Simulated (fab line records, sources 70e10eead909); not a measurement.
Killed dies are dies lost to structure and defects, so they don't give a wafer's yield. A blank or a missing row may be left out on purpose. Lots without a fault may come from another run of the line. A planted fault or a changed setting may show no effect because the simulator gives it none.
Chamber matching | flow nand_harc | NHARC_A_M1_DESCUM_14 on rie_diel-08: 4 sister chambers
The step chemistry O2, time 3 s. 4 wafers are shown with their chamber, then 9 later ones without.

WAFERS WITH THEIR CHAMBER
wafer  | chamber | drypump_motor_current_A (A)
L079.3 | 2       | 5.1
L082.1 | 0       | 5.5
L082.2 | 3       | 6.4
L082.3 | 1       | 5.3

WAFERS WITHOUT THEIR CHAMBER
wafer  | drypump_motor_current_A (A)
L085.1 | 5.5
L085.4 | 6.5
L085.5 | 6.5
L086.1 | 5.5
L086.2 | 5.3
L086.5 | 5.3
L095.1 | 5.1
L095.2 | 6.4
L095.5 | 5.1

WHICH CHAMBER EACH WENT THROUGH
wafer  | from the rows above | in truth
L085.1 | 0                   | 0
L085.4 | 3                   | 3
L085.5 | 3                   | 3
L086.1 | 0                   | 0
L086.2 | 1                   | 1
L086.5 | 1                   | 1
L095.1 | 2                   | 2
L095.2 | 3                   | 3
L095.5 | 2                   | 2
Placed correctly: 9 of 9. Can't be placed from these rows: 0. Placed wrongly: 0.
How it was worked out, from the rows above alone: a wafer's distance from a chamber is the root of the sum, over the readings, of the square of ((its reading less the chamber's mean) divided by the reading's scatter). The wafer belongs to the nearest chamber; if the next one is less than 2 further off, it can't be placed. A chamber's mean is the mean of its shown wafers. The scatter: with one shown wafer a chamber, the root of the mean of the squares of how far each hidden wafer lies from its nearest shown one.
